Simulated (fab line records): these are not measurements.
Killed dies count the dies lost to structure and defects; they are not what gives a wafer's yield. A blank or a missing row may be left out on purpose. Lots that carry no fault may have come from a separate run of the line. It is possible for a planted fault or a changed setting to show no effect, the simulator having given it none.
Split-lot experiment | flow n5 finfet | 21 wafers read from 7 lots, route of 1938 steps

ON THE SPLIT
At N5_BEOL_M0_SAQP_ETCH_107 (etches SiNx in CH3F/O2, target depth 30 nm), the setting bias w was moved away from the recipe's 73 W on 2 of the 21 wafers read, by -17.1% to +10.2%. This setting was run at the recipe's value on the other wafers.

The reading comes from the split's own step.

THE READING
rf vpp V, in V, at N5_BEOL_M0_SAQP_ETCH_107 (etches SiNx in CH3F/O2, target depth 30 nm). On this fab line, fault-free wafers typically give 297.1 V with a standard deviation of 2.8 V.

wafer  | tool, chamber at the split | bias w as run, W | against the recipe | rf vpp V, V | against lot-mates on the recipe
L079.1 | rie diel-06, 0             | 73               | recipe             | 295.6       | -
L079.4 | rie diel-06, 1             | 73               | recipe             | 302.0       | -
L079.6 | rie diel-06, 1             | 73               | recipe             | 301.0       | -
L080.1 | rie diel-03, 2             | 73               | recipe             | 296.7       | -
L080.5 | rie diel-03, 0             | 73               | recipe             | 296.6       | -
L080.6 | rie diel-03, 1             | 73               | recipe             | 300.2       | -
L082.1 | rie diel-06, 2             | 60.54            | -17.1%             | 253.9       | -42.6
L082.2 | rie diel-06, 1             | 73               | recipe             | 299.8       | -
L082.6 | rie diel-06, 2             | 73               | recipe             | 293.2       | -
L084.2 | rie diel-03, 2             | 73               | recipe             | 296.5       | -
L084.3 | rie diel-03, 3             | 73               | recipe             | 302.9       | -
L084.4 | rie diel-03, 0             | 73               | recipe             | 296.7       | -
L087.1 | rie diel-03, 2             | 73               | recipe             | 297.2       | -
L087.4 | rie diel-03, 0             | 73               | recipe             | 295.6       | -
L087.6 | rie diel-03, 3             | 73               | recipe             | 302.3       | -
L089.3 | rie diel-03, 0             | 73               | recipe             | 296.1       | -
L089.4 | rie diel-03, 3             | 80.42            | +10.2%             | 324.0       | +25.0
L089.5 | rie diel-03, 1             | 73               | recipe             | 301.8       | -
L095.1 | rie diel-06, 3             | 73               | recipe             | 296.4       | -
L095.3 | rie diel-06, 0             | 73               | recipe             | 292.2       | -
L095.6 | rie diel-06, 2             | 73               | recipe             | 294.0       | -

FIT RESULTS
A straight line over all 21 wafers: rf vpp V changes by +2.57 V for each +1% of bias w; r = +0.97; the points scatter about the line by 3.1 V.
The same after taking each lot's own level away (the mean of its wafers on the recipe; 21 wafers): +2.49 V for each +1%; r = +0.97; scatter 2.6 V.
On that fit, the largest move of bias w shifts the reading by 42 V.
From 294.20 to 299.53 V: that is the span of the lots' own levels, equal to 1.9 times the standard deviation above.
Consequently the slope shifts little with the lot-to-lot level, the two slopes agreeing.
Check: for one of the wafers moved furthest among these (-17.1%), held out of the fit, the line's prediction against its lot-mates is -42.1 V. Against them it came out at -42.6 V.
Tool readings at the split's step, against how far the setting was moved: rf vpp V r = +0.97.

THE OTHER SPLITS THESE WAFERS WENT THROUGH
These wafers also went through other splits before the reading. Each is held against what the fit with the lots' levels taken away leaves over:
other split on the same wafers        | wafers away from the commonest value | r with rf vpp V (lot level and that fit taken away)
N5_HKMG_FIN_ETCH_31 bias w            | 10                                   | -0.27
N5_GATE_CUT_DESCUM_18 time s          | 7                                    | +0.10
N5_GATE_CUT_ETCH_36 cf4 flow sccm     | 7                                    | +0.00
N5_MOL_CONTACT_COAG_ETCH_106 source w | 3                                    | -0.01
N5_MOL_CONTACT_COAG_ETCH_110 bias w   | 8                                    | +0.05
N5_BEOL_M0_SAQP_HM_DEP_111 time s     | 8                                    | +0.05
N5_BEOL_M0_SAQP_COAT_81 temp c        | 7                                    | +0.04

FILE'S OWN FIT
rf vpp V changes by +2.49 V for each +1% of bias w, r = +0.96.
